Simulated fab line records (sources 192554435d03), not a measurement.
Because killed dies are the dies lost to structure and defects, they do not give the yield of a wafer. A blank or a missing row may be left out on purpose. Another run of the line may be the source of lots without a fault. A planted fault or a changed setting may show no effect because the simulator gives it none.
fab line records	flow n5-finfet
record: lots: 5	wafers: 13	last-day: 17
route steps=1938 shown WELL_APT@43 PMOS_HMC_CHANNEL_EPI@57 SD_EPI_N@284 BEOL_M4@1111
lots with no fault: from the same line, run without faults
start-h: hours from the record's opening day to when the first of the lot's shown wafers began	wait-h: how many hours have passed since the lot's step before this one	" same as the row above	L1.1+2: several wafers, shown together as one row	- no value, or no start given	* or withheld: withheld	< > ~ a bound
route shown NAME@n: NAME is a module with steps in the file, n the number in the route of the first one	usual: the fault-free wafers' mean and standard deviation	same: alike in all rows	chamber/n: place in a boat	sites: the reading at each site	_std_site: the standard deviation of these	_edge_site: mean of outer sites minus mean of inner sites	radius-mm: how far each site lies from the wafer's centre	mask NAME#n: copy n	behind: tool/chamber where the wafer was last shaped	hold: what put the lot on hold/how long, in hours/how the hold closed	device: which transistor (n, p or np) failed to switch	end of line: the route-end tests of the same wafers	step lacking rows: just its recipe	killed: not the wafer's yield, but the dies lost to structure and defects at the first sort	map: a wafer's dies, x killed, . not, _ none there
set.NAME: the run value of the setting; set.NAME@STEP: its run value at that earlier step	model.NAME: the simulator's own value behind a step, which no gauge read
certain route steps with their lots: each step a table, each wafer a row
services: from which hour (start-h, from the record's first day; less than 0 if before it) a tool's chamber was out of use, for how many hours, and why
== steps ==
step: N5_WELL_APT_CD_MEAS_25
recipe: target-cd-nm: 200	landing-energy-ev: 500	detector: se-inlens
usual: cd-nm: 200.3/2
lot.wafer	tool	chamber	start-h	wait-h	cd-nm
L308.2	cd-sem-01	0	26.87	-	201.3
L308.5	"	0	"	"	201.6
L313.1	cd-sem-01	0	57.03	-	196.9
L313.6	"	0	"	"	197.5
L325.1	cd-sem-03	0	128.82	-	200.0
L325.2	"	0	"	"	201.9
L325.6	"	0	"	"	200.3
L327.1	cd-sem-01	0	140.74	-	199.5
L327.2	"	0	"	"	203.0
L327.5	"	0	"	"	199.7
L328.1	cd-sem-02	0	146.83	-	200.0
L328.2	"	0	"	"	202.2
L328.4	"	0	"	"	201.6
step: N5_WELL_APT_OVL_MEAS_26
recipe: points-per-wafer: 44
usual: PWELL_OVL: -2/5.3
lot.wafer	tool	chamber	start-h	wait-h	PWELL_OVL[nm]
L308.2	overlay-02	0	26.90	0.0	7
L308.5	"	0	"	"	-2
L313.1	overlay-02	0	57.06	0.0	-11
L313.6	"	0	"	"	-5
L325.1	overlay-01	0	128.85	0.0	0
L325.2	"	0	"	"	1
L325.6	"	0	"	"	3
L327.1	overlay-02	0	140.77	0.0	-3
L327.2	"	0	"	"	2
L327.5	"	0	"	"	-18
L328.1	overlay-02	0	146.86	0.0	-7
L328.2	"	0	"	"	-10
L328.4	"	0	"	"	-6
step: N5_WELL_APT_INSPECT_27
recipe: mode: adi	inspect-instrument: macro
usual: raw-defect-count: 2.1/1.4
lot.wafer	tool	chamber	start-h	wait-h	raw-defect-count
L308.2	defect-inspect-02	-	26.93	0.0	3
L308.5	"	-	"	"	1
L313.1	defect-inspect-02	-	57.08	0.0	3
L313.6	"	-	"	"	2
L325.1	defect-inspect-02	-	128.88	0.0	2
L325.2	"	-	"	"	2
L325.6	"	-	"	"	3
L327.1	defect-inspect-01	-	140.80	0.0	1
L327.2	"	-	"	"	2
L327.5	"	-	"	"	0
L328.1	defect-inspect-02	-	146.88	0.0	3
L328.2	"	-	"	"	0
L328.4	"	-	"	"	0
step: N5_WELL_APT_DESCUM_30
recipe: chemistry: O2	time-s: 7.9	source-power-w: 50	bias-power-w: 20	pressure-mtorr: 20	rf-frequency-hz: 2.712e+07	temp-c: 40	o2-flow-sccm: 225
usual: chamber-pressure-mTorr: 20.000/0.02	drypump-motor-current-A: 5.7/0.4	oes-product-au: 0.81/0.11	rf-vpp-V: 243.3/1.4	showerhead-plenum-p-Torr: 2.11/0.069	throttle-valve-pct: 20.43/0.25
lot.wafer	tool	chamber	start-h	wait-h	chamber-pressure-mTorr	drypump-motor-current-A	oes-product-au	rf-hours-counter-h	rf-vpp-V	showerhead-plenum-p-Torr	throttle-valve-pct
L308.2	rie-diel-03	1	26.96	0.0	20.026	5.6	0.70	218	241.4	2.01	20.78
L308.5	"	1	"	"	19.982	5.6	0.70	-	241.3	2.01	20.79
L313.1	rie-diel-03	0	57.12	0.0	20.001	6.1	0.89	45	242.5	2.11	20.56
L313.6	"	0	"	"	19.995	6.2	0.88	-	242.1	2.11	20.54
L325.1	rie-diel-03	0	128.91	0.0	19.988	6.1	0.84	80	242.7	2.10	20.60
L325.2	"	1	"	"	20.040	5.7	0.97	2	246.1	2.26	20.36
L325.6	"	0	"	"	19.992	6.1	0.83	-	243.6	2.10	20.61
L327.1	rie-diel-02	1	140.83	0.0	20.025	5.7	0.68	243	244.5	2.13	20.29
L327.2	"	3	"	"	20.005	4.9	0.81	71	243.4	2.13	20.11
L327.5	"	1	"	"	19.992	5.7	0.67	-	244.3	2.13	20.28
L328.1	rie-diel-03	2	146.92	0.0	19.984	5.5	0.91	26	245.0	2.22	20.55
L328.2	"	3	"	"	20.035	5.6	0.86	43	243.7	2.14	20.30
L328.4	"	1	"	"	20.003	5.7	0.95	8	245.5	2.26	20.39
step: N5_WELL_APT_IMPLANT_31
recipe: species: B	energy-kev: 60	dose-cm2: 1.5e+13	tilt-deg: 0	rotation-deg: 0
step: N5_WELL_APT_IMPLANT_32
recipe: species: BF2	energy-kev: 50	dose-cm2: 2e+13	tilt-deg: 0	rotation-deg: 0
step: N5_WELL_APT_STRIP_33
recipe: chemistry: SPM	time-s: 900	temp-c: 130	h2so4-h2o2-vol-ratio: 4	dry: ipa-marangoni
step: N5_WELL_APT_RTA_34
recipe: temp-c: 1000	time-s: 10	ambient: N2	idle-temp-c: 600	ramp-up-c-per-s: 150	ramp-down-c-per-s: 60	cool-to-c: 600
usual: lamp-power-pct: 13.00/0.052	lamp_zone_3_pct: 12.995/0.029	wafer_temp_C_max: 1003.4/1
lot.wafer	tool	chamber	start-h	wait-h	lamp-power-pct	lamp_zone_3_pct	wafer_temp_C_max
L308.2	rtp-anneal-02	0	27.77	0.0	13.07	12.999	1004.3
L308.5	"	0	"	"	13.00	13.034	1004.2
L313.1	rtp-anneal-01	0	58.04	0.2	12.99	12.996	1003.1
L313.6	"	0	"	"	13.01	13.041	1002.7
L325.1	rtp-anneal-01	0	129.77	0.1	13.05	12.976	1002.6
L325.2	"	0	"	"	13.00	13.003	1002.6
L325.6	"	0	"	"	13.01	12.988	1005.6
L327.1	rtp-anneal-02	0	141.74	0.2	13.00	12.995	1004.6
L327.2	"	0	"	"	12.99	13.010	1003.1
L327.5	"	0	"	"	12.94	13.028	1004.5
L328.1	rtp-anneal-02	0	147.68	0.0	12.94	13.004	1004.0
L328.2	"	0	"	"	13.02	13.010	1004.2
L328.4	"	0	"	"	12.99	12.931	1005.0
step: N5_WELL_APT_OXIDE_STRIP_42
recipe: chemistry: dHF	dilution: 25:1	time-s: 45	temp-c: 25	target: SiO2	target-depth-a: 120
step: N5_WELL_APT_PRECLEAN_36
recipe: chemistry: O3/DIW	time-s: 45	temp-c: 22	o3-ppm: 10
step: N5_WELL_APT_PRECLEAN_39
recipe: chemistry: dHF	time-s: 60	dilution: 150:1	temp-c: 25
step: N5_WELL_APT_SRD_37
recipe: dry: ipa-marangoni	do-ppb: 5	time-s: 30	temp-c: 23	rinse-liquid: diw
step: N5_WELL_APT_EPI_41
recipe: material: Si	target-thk-a: 500	temp-c: 650	precursor: SiH4/H2	pressure-torr: 20	time-s: 297.7
usual: throttle-valve-pct: 11.29/0.17
lot.wafer	tool	chamber	start-h	wait-h	throttle-valve-pct	model.Si_of_WELL_APT_EPI_41.thk-nm
L308.2	epi-rpcvd-02	0	28.09	0.1	11.15	50.05
L308.5	"	0	"	"	11.26	50.01
L313.1	epi-rpcvd-01	0	58.28	0.0	11.18	45.27
L313.6	"	0	"	"	11.55	50.08
L325.1	epi-rpcvd-04	0	130.01	0.0	11.41	49.68
L325.2	"	0	"	"	11.47	50.53
L325.6	"	0	"	"	11.27	50.05
L327.1	epi-rpcvd-04	0	141.98	0.0	11.46	49.75
L327.2	"	0	"	"	11.52	49.38
L327.5	"	0	"	"	11.25	49.71
L328.1	epi-rpcvd-01	0	147.92	0.0	10.88	49.7
L328.2	"	0	"	"	10.85	49.7
L328.4	"	0	"	"	11.19	49.99
step: N5_WELL_APT_INSPECT_38
recipe: inspect-instrument: darkfield	mode: post-epi
usual: raw-defect-count: 12/4.8
lot.wafer	tool	chamber	start-h	wait-h	raw-defect-count
L308.2	defect-inspect-01	-	28.63	0.4	20
L308.5	"	-	"	"	14
L313.1	defect-inspect-01	-	58.92	0.5	4
L313.6	"	-	"	"	10
L325.1	defect-inspect-01	-	130.64	0.5	11
L325.2	"	-	"	"	12
L325.6	"	-	"	"	17
L327.1	defect-inspect-02	-	142.61	0.5	8
L327.2	"	-	"	"	18
L327.5	"	-	"	"	10
L328.1	defect-inspect-01	-	148.55	0.5	14
L328.2	"	-	"	"	12
L328.4	"	-	"	"	15
step: N5_PMOS_HMC_CHANNEL_EPI_HM_DEP_34
recipe: material: SiO2	target-thk-a: 360	temp-c: 400	precursor: TEOS/O2	pressure-torr: 6.5	rf-w: 900	teos-flow-sccm: 161.4	gas: O2	flow-sccm: 2650	time-s: 6.9
step: N5_PMOS_HMC_CHANNEL_EPI_COAT_31
recipe: resist: BARC	temp-c: 205	time-s: 60	spin-rpm: 1500	resist-thk-nm: 66
step: N5_PMOS_HMC_CHANNEL_EPI_COAT_03
recipe: resist: CAR-ArF-block	spin-rpm: 1500	resist-thk-nm: 205
step: N5_PMOS_HMC_CHANNEL_EPI_EBR_05
recipe: solvent: PGMEA	ebr-width-mm: 1.5
step: N5_PMOS_HMC_CHANNEL_EPI_SOFTBAKE_04
recipe: temp-c: 110	time-s: 60	resist: CAR-ArF-block
step: N5_PMOS_HMC_CHANNEL_EPI_EXPOSE_06
recipe: mask-id: PMOS_HMC_BLK	na: 1.35	source-shape: conventional	sigma-outer: 0.8	polarization: unpolarized	target-cd-nm: 240	dose-mj: 41
step: N5_PMOS_HMC_CHANNEL_EPI_PEB_07
recipe: peb-temp-c: 110	peb-time-s: 60	resist: CAR-ArF-block
step: N5_PMOS_HMC_CHANNEL_EPI_DEVELOP_08
recipe: develop-time-s: 30	developer: TMAH	resist: CAR-ArF-block	dev-temp-c: 23	rinse-liquid: diw	dry: air-spin
step: N5_PMOS_HMC_CHANNEL_EPI_CD_MEAS_09
recipe: target-cd-nm: 237.4	landing-energy-ev: 500	detector: se-inlens
usual: cd-nm: 237.3/1.1
lot.wafer	tool	chamber	start-h	wait-h	cd-nm
L308.2	cd-sem-01	0	29.07	-	236.7
L308.5	"	0	"	"	238.4
L313.1	cd-sem-01	0	59.23	-	237.0
L313.6	"	0	"	"	236.9
L325.1	cd-sem-01	0	131.08	-	236.8
L325.2	"	0	"	"	237.7
L325.6	"	0	"	"	236.5
L327.1	cd-sem-01	0	143.05	-	235.7
L327.2	"	0	"	"	237.4
L327.5	"	0	"	"	236.1
L328.1	cd-sem-02	0	148.87	-	237.5
L328.2	"	0	"	"	237.7
L328.4	"	0	"	"	237.2
step: N5_PMOS_HMC_CHANNEL_EPI_OVL_MEAS_10
recipe: points-per-wafer: 44
usual: PMOS_HMC_BLK_OVL: 0.3/0.68
lot.wafer	tool	chamber	start-h	wait-h	PMOS_HMC_BLK_OVL[nm]
L308.2	overlay-02	0	29.10	0.0	0.9
L308.5	"	0	"	"	0.6
L313.1	overlay-02	0	59.26	0.0	0.6
L313.6	"	0	"	"	-0.3
L325.1	overlay-01	0	131.12	0.0	-0.7
L325.2	"	0	"	"	-0.4
L325.6	"	0	"	"	-0.7
L327.1	overlay-02	0	143.08	0.0	0.6
L327.2	"	0	"	"	-0.2
L327.5	"	0	"	"	0.7
L328.1	overlay-01	0	148.90	0.0	-0.6
L328.2	"	0	"	"	-1.2
L328.4	"	0	"	"	-0.9
step: N5_PMOS_HMC_CHANNEL_EPI_INSPECT_11
recipe: mode: adi	inspect-instrument: macro
usual: raw-defect-count: 2.1/1.5
lot.wafer	tool	chamber	start-h	wait-h	raw-defect-count
L308.2	defect-inspect-02	-	29.12	0.0	1
L308.5	"	-	"	"	0
L313.1	defect-inspect-01	-	59.29	0.0	3
L313.6	"	-	"	"	4
L325.1	defect-inspect-01	-	131.14	0.0	2
L325.2	"	-	"	"	1
L325.6	"	-	"	"	4
L327.1	defect-inspect-02	-	143.11	0.0	3
L327.2	"	-	"	"	0
L327.5	"	-	"	"	2
L328.1	defect-inspect-01	-	148.93	0.0	1
L328.2	"	-	"	"	2
L328.4	"	-	"	"	0
step: N5_PMOS_HMC_CHANNEL_EPI_DESCUM_14
recipe: chemistry: O2	time-s: 7.9	source-power-w: 50	bias-power-w: 20	pressure-mtorr: 20	rf-frequency-hz: 2.712e+07	temp-c: 40	resist: CAR-ArF-block	o2-flow-sccm: 225
usual: chamber-pressure-mTorr: 20.000/0.019	drypump-motor-current-A: 5.8/0.55	oes-product-au: 0.81/0.082	rf-vpp-V: 243.7/1.3	showerhead-plenum-p-Torr: 2.12/0.065	throttle-valve-pct: 20.38/0.24
lot.wafer	tool	chamber	start-h	wait-h	chamber-pressure-mTorr	drypump-motor-current-A	oes-product-au	rf-hours-counter-h	rf-vpp-V	showerhead-plenum-p-Torr	throttle-valve-pct
L308.2	rie-diel-04	3	29.15	0.0	20.029	5.4	0.70	199	245.0	2.15	20.23
L308.5	"	2	"	"	20.013	6.5	0.79	-	242.0	2.01	20.62
L313.1	rie-diel-01	1	59.32	0.0	20.015	5.5	0.94	32	243.8	2.14	19.99
L313.6	"	1	"	"	20.025	5.5	0.94	-	245.6	2.15	19.98
L325.1	rie-diel-01	1	131.17	0.0	19.988	5.5	0.89	58	243.1	2.14	20.03
L325.2	"	0	"	"	19.997	6.7	0.88	43	246.9	2.22	20.36
L325.6	"	0	"	"	19.991	6.8	0.89	-	245.2	2.22	20.36
L327.1	rie-diel-05	0	143.29	0.2	19.975	5.7	0.80	91	245.7	2.20	20.13
L327.2	"	3	"	"	19.987	6.3	0.81	87	243.8	2.11	20.76
L327.5	"	2	"	"	20.026	5.2	0.75	-	243.7	2.08	20.23
L328.1	rie-diel-01	2	149.11	0.2	19.996	5.3	0.97	6	242.0	2.05	20.39
L328.2	"	0	"	"	19.995	6.7	0.88	49	244.8	2.22	20.39
L328.4	"	2	"	"	20.022	5.3	0.97	-	243.0	2.05	20.37
step: N5_PMOS_HMC_CHANNEL_EPI_ETCH_32
recipe: chemistry: N2/H2	target: BARC	stop-on: SiO2	target-depth-a: 858	over-etch-frac: 0.3	time-s: 50.3	ion-energy-ev: 200	mask-material: CAR-ArF-block	pressure-mtorr: 30	source-w: 840	bias-w: 150	n2-flow-sccm: 200	h2-flow-sccm: 200
usual: chamber-pressure-mTorr: 29.996/0.029	drypump-motor-current-A: 5.8/0.55	oes-product-au: 0.69/0.063	rf-vpp-V: 525.0/2.2	showerhead-plenum-p-Torr: 2.59/0.082	throttle-valve-pct: 17.87/0.24
same: over-etch-frac: 0.3
lot.wafer	tool	chamber	start-h	wait-h	chamber-pressure-mTorr	drypump-motor-current-A	oes-product-au	rf-hours-counter-h	rf-vpp-V	showerhead-plenum-p-Torr	throttle-valve-pct
L308.2	rie-diel-04	3	29.19	0.0	30.003	5.4	0.62	199	526.3	2.63	17.80
L308.5	"	2	"	"	30.006	6.4	0.67	-	521.5	2.46	18.12
L313.1	rie-diel-01	1	59.36	0.0	29.962	5.5	0.78	32	524.3	2.60	17.42
L313.6	"	1	"	"	29.971	5.5	0.78	-	525.3	2.60	17.42
L325.1	rie-diel-01	1	131.23	0.0	30.007	5.5	0.75	58	524.6	2.59	17.47
L325.2	"	0	"	"	30.024	6.8	0.74	43	529.2	2.72	17.83
L325.6	"	0	"	"	29.979	6.8	0.75	-	527.0	2.72	17.83
L327.1	rie-diel-05	0	143.33	0.0	29.961	5.7	0.68	91	528.5	2.68	17.60
L327.2	"	3	"	"	30.011	6.3	0.70	87	523.0	2.55	18.18
L327.5	"	2	"	"	29.999	5.2	0.64	-	525.2	2.54	17.80
L328.1	rie-diel-01	2	149.14	0.0	30.028	5.3	0.82	6	523.0	2.49	17.72
L328.2	"	0	"	"	29.996	6.7	0.75	49	528.5	2.71	17.84
L328.4	"	2	"	"	30.003	5.3	0.82	-	524.5	2.49	17.72
step: N5_PMOS_HMC_CHANNEL_EPI_HM_OPEN_15
recipe: chemistry: CHF3/O2	target: SiO2	mask-material: CAR-ArF-block	target-depth-a: 406	CHF3_flow_sccm: 50	O2_flow_sccm: 5	Ar_flow_sccm: 200	time-s: 20.3	pressure-mtorr: 30	source-w: 650	bias-w: 170	ion-energy-ev: 200
step: N5_PMOS_HMC_CHANNEL_EPI_STRIP_33
recipe: chemistry: N2/H2	power-w: 500	temp-c: 40	pressure-mtorr: 50	rf-frequency-hz: 6e+07	overash-fraction: 0.3	bias-power-w: 8	h2-frac: 0.5	n2-flow-sccm: 300	h2-flow-sccm: 300
usual: chamber-pressure-mTorr: 50.00/0.082	drypump-motor-current-A: 5.9/0.55	oes-product-au: 0.81/0.082	rf-vpp-V: 54.4/1.7	showerhead-plenum-p-Torr: 3.41/0.1	throttle-valve-pct: 18.95/0.3
lot.wafer	tool	chamber	start-h	wait-h	chamber-pressure-mTorr	drypump-motor-current-A	oes-product-au	rf-hours-counter-h	rf-vpp-V	showerhead-plenum-p-Torr	throttle-valve-pct
L308.2	rie-diel-04	3	29.29	0.0	49.86	5.4	0.70	199	54.1	3.47	18.76
L308.5	"	2	"	"	50.09	6.5	0.79	-	50.8	3.26	19.00
L313.1	rie-diel-01	1	59.45	0.0	49.93	5.5	0.97	32	55.3	3.44	18.58
L313.6	"	1	"	"	50.04	5.5	0.93	-	55.9	3.44	18.52
L325.1	rie-diel-01	1	131.37	0.1	50.04	5.5	0.90	58	52.8	3.42	18.56
L325.2	"	0	"	"	49.96	6.7	0.89	43	54.3	3.58	18.67
L325.6	"	0	"	"	50.05	6.8	0.88	-	54.5	3.58	18.70
L327.1	rie-diel-05	0	143.42	0.0	50.06	5.7	0.80	91	57.4	3.53	18.68
L327.2	"	3	"	"	50.13	6.3	0.82	87	54.8	3.37	19.37
L327.5	"	2	"	"	50.00	5.2	0.76	-	53.5	3.36	18.98
L328.1	rie-diel-01	2	149.24	0.0	49.96	5.4	0.94	6	53.4	3.29	18.64
L328.2	"	0	"	"	49.95	6.8	0.87	49	55.8	3.58	18.72
L328.4	"	2	"	"	49.96	5.4	0.96	-	57.0	3.29	18.63
step: N5_PMOS_HMC_CHANNEL_EPI_STRIP_17
recipe: chemistry: SPM	time-s: 750	temp-c: 130	h2so4-h2o2-vol-ratio: 4	dry: ipa-marangoni
step: N5_PMOS_HMC_CHANNEL_EPI_ETCH_38
recipe: chemistry: CF4	target: SiO2	target-depth-a: 15	ion-energy-ev: 350	pressure-mtorr: 10	icp-w: 800	bias-w: 400	cf4-flow-sccm: 80
step: N5_PMOS_HMC_CHANNEL_EPI_FIN_RECESS_16
recipe: chemistry: HBr/Cl2	target: Si	mask-material: SiO2	target-depth-a: 540	time-s: 18	pressure-mtorr: 10	icp-w: 800	bias-w: 75	HBr_flow_sccm: 150	Cl2_flow_sccm: 80
step: N5_PMOS_HMC_CHANNEL_EPI_PRECLEAN_36
recipe: chemistry: O3/DIW	time-s: 45	temp-c: 22	o3-ppm: 10
step: N5_PMOS_HMC_CHANNEL_EPI_PRECLEAN_18
recipe: chemistry: DHF	time-s: 30	temp-c: 25	dilution: withheld
step: N5_PMOS_HMC_CHANNEL_EPI_SRD_19
recipe: dry: ipa-marangoni	do-ppb: 5	time-s: 30	temp-c: 23	rinse-liquid: diw
step: N5_PMOS_HMC_CHANNEL_EPI_EPI_20
recipe: material: SiGe30	mask-material: SiO2	pressure-torr: 20	target-thk-a: 590	temp-c: 600
step: N5_PMOS_HMC_CHANNEL_EPI_HM_STRIP_35
recipe: chemistry: dHF	temp-c: 25	material: SiO2	target: SiO2	target-depth-a: 396	time-s: 216
step: N5_PMOS_HMC_CHANNEL_EPI_SRD_39
recipe: dry: ipa-marangoni	time-s: 30	temp-c: 23	rinse-liquid: diw
step: N5_PMOS_HMC_CHANNEL_EPI_CMP_21
recipe: material: SiGe30	post-cmp-clean: alkaline-brush	target-thk-nm: 54
step: N5_PMOS_HMC_CHANNEL_EPI_THK_MEAS_22
recipe: reads: SiGe30_of_PMOS_HMC_CHANNEL_EPI_EPI_20
usual: HMC_CMP_THK: 54.1/0.81
lot.wafer	tool	chamber	start-h	wait-h	HMC_CMP_THK[nm]
L308.2	film-metro-02	-	31.42	-	54.7
L308.5	"	-	"	"	55.1
L313.1	film-metro-02	-	61.58	-	54.9
L313.6	"	-	"	"	55.1
L325.1	film-metro-01	-	133.52	-	54.7
L325.2	"	-	"	"	52.6
L325.6	"	-	"	"	54.8
L327.1	film-metro-02	-	145.57	-	54.4
L327.2	"	-	"	"	54.3
L327.5	"	-	"	"	54.5
L328.1	film-metro-02	-	151.40	-	54.5
L328.2	"	-	"	"	53.0
L328.4	"	-	"	"	54.8
step: N5_PMOS_HMC_CHANNEL_EPI_PRECLEAN_40
recipe: chemistry: DHF	time-s: 30	temp-c: 25	dilution: withheld
step: N5_PMOS_HMC_CHANNEL_EPI_PRECLEAN_37
recipe: chemistry: O3/DIW	time-s: 45	temp-c: 22	o3-ppm: 10
step: N5_SD_EPI_N_STRIP_18
recipe: chemistry: SPM	time-s: 750	temp-c: 130	h2so4-h2o2-vol-ratio: 4
usual: bath-heat-duty-pct: 14.7/1.6
lot.wafer	tool	chamber	start-h	wait-h	bath-heat-duty-pct	model.Si_of_WELL_APT_EPI_41.thk-nm
L308.2	wet-bench-03	5	63.03	0.0	13.3	8.4
L308.5	"	4	"	"	17.3	8.8
L313.1	wet-bench-06	0	91.14	0.0	15.7	3.6
L313.6	"	2	"	"	14.6	7.6
L325.1	wet-bench-06	3	161.92	0.0	12.5	7
L325.2	"	2	"	"	15.4	9.6
L325.6	"	6	"	"	15.8	8
L327.1	wet-bench-06	0	174.91	0.0	16.2	9.8
L327.2	"	3	"	"	13.6	7.6
L327.5	"	5	"	"	12.8	7.8
L328.1	wet-bench-06	6	182.08	0.0	15.6	7.2
L328.2	"	0	"	"	16.3	6.6
L328.4	"	7	"	"	13.9	7.4
step: N5_BEOL_M4_RC_MEAS_101
usual: CJ_N: 4.37/0.099	CJ_P: 5.78/0.18	DIBL_N: 36.3/1.6	DIBL_P: 36.2/2	IOFF_N: 0.160/0.028	IOFF_P: 0.21/0.036	ION_N: 677/11	ION_P: 465/6.9	SS_N: 71.5/0.55	SS_P: 73.3/0.64	VT_N: 250/3	VT_P: -250/3.5
lot.wafer	tool	chamber	start-h	wait-h	CJ_N	CJ_P	DIBL_N[mV/V]	DIBL_P[mV/V]	IOFF_N[nA/um]	IOFF_P[nA/um]	ION_N[uA/um]	ION_P[uA/um]	SS_N[mV/dec]	SS_P[mV/dec]	VT_N[mV]	VT_P[mV]
L308.2	prober-01	0	172.38	0.2	4.33	5.88	37.8	39.3	0.211	0.25	693	463	71.6	74.3	245	-248
L308.5	"	0	"	"	4.28	5.82	33.7	34.1	0.122	0.17	663	459	70.6	72.7	253	-252
L313.1	prober-01	0	209.38	0.0	4.71	5.15	34.2	35.7	0.131	0.18	658	458	71.0	73.2	253	-253
L313.6	"	0	"	"	4.44	5.56	34.7	35.1	0.145	0.18	668	458	71.2	72.6	249	-251
L325.1	prober-02	0	280.36	0.0	4.42	5.72	36.3	34.2	0.156	0.21	676	461	70.8	73.0	248	-250
L325.2	"	0	"	"	4.27	6.17	37.4	37.2	0.188	0.26	697	479	71.3	73.6	245	-245
L325.6	"	0	"	"	4.32	5.74	36.3	34.9	0.151	0.22	674	467	71.3	73.1	249	-249
L327.1	prober-02	0	300.11	0.0	4.19	5.50	33.7	34.0	0.133	0.18	688	476	71.1	72.9	251	-252
L327.2	"	0	"	"	4.38	5.79	36.8	37.3	0.173	0.23	677	471	71.3	73.4	249	-247
L327.5	"	0	"	"	4.39	5.68	34.8	35.1	0.150	0.20	670	464	71.4	73.5	250	-247
L328.1	prober-01	0	305.74	0.0	4.43	5.92	36.5	35.4	0.156	0.21	681	467	71.1	73.1	248	-250
L328.2	"	0	"	"	4.44	6.12	37.6	36.3	0.190	0.23	700	480	71.7	73.4	246	-249
L328.4	"	0	"	"	4.43	5.83	38.0	37.8	0.199	0.25	698	476	72.2	74.3	245	-248
== services ==
tool	chamber	start-h	hours	kind
rie-diel-03	1	4.90	2.0	repair
rie-diel-01	0	5.88	2.0	repair
rie-diel-03	0	14.41	13.1	repair
rie-diel-03	3	31.01	-	clean
rie-diel-03	3	31.01	-	consumable-replace:focus-ring
rie-diel-03	3	31.01	20.5	scheduled-down
rie-diel-03	3	31.01	20.5	vent-cycle
rie-diel-03	2	51.54	-	clean
rie-diel-03	2	51.54	-	consumable-replace:focus-ring
rie-diel-03	2	51.54	-	consumable-replace:showerhead
rie-diel-03	-	65.45	0.9	repair
wet-bench-06	-	82.61	3.9	repair
rie-diel-02	-	84.41	2.8	pm
rie-diel-05	1	95.99	7.9	repair
rtp-anneal-01	-	98.07	3.4	pm
rie-diel-01	2	104.60	-	clean
rie-diel-01	2	104.60	-	consumable-replace:focus-ring
rie-diel-01	2	104.60	26.7	scheduled-down
rie-diel-01	2	104.60	26.7	vent-cycle
rie-diel-01	3	108.65	45.3	repair
rie-diel-05	0	121.56	1.7	repair
epi-rpcvd-02	-	171.80	14.6	pm
rie-diel-02	2	177.14	9.3	repair
rie-diel-02	1	178.63	14.1	repair
== key ==
first-sign: step: N5_BEOL_M4_RC_MEAS_101	reading: CJ_P	direction: down	sigmas: 3.5	usual: 5.78	struck: 5.15
effect: step: N5_BEOL_M4_RC_MEAS_101	reading: CJ_N	direction: up	sigmas: 3.4	usual: 4.37	struck: 4.71
model-effect: step: N5_WELL_APT_EPI_41	value: Si_of_WELL_APT_EPI_41.thk-nm	without: 49.34	struck: 45.27
model-effect: step: N5_SD_EPI_N_STRIP_18	value: Si_of_WELL_APT_EPI_41.thk-nm	without: 7.6	struck: 3.6
met-at N5_WELL_APT_EPI_41
struck-wafers L313.1
fault: kind: process-parameter-drift	tool: epi-rpcvd-01	chamber: -	onset-h: 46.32	steps: N5_WELL_APT_EPI_41	channel: target-thk-a	offset: *	shape: step	end-h: 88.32	scope: struck-wafers-only	acts-in: *	stated: *
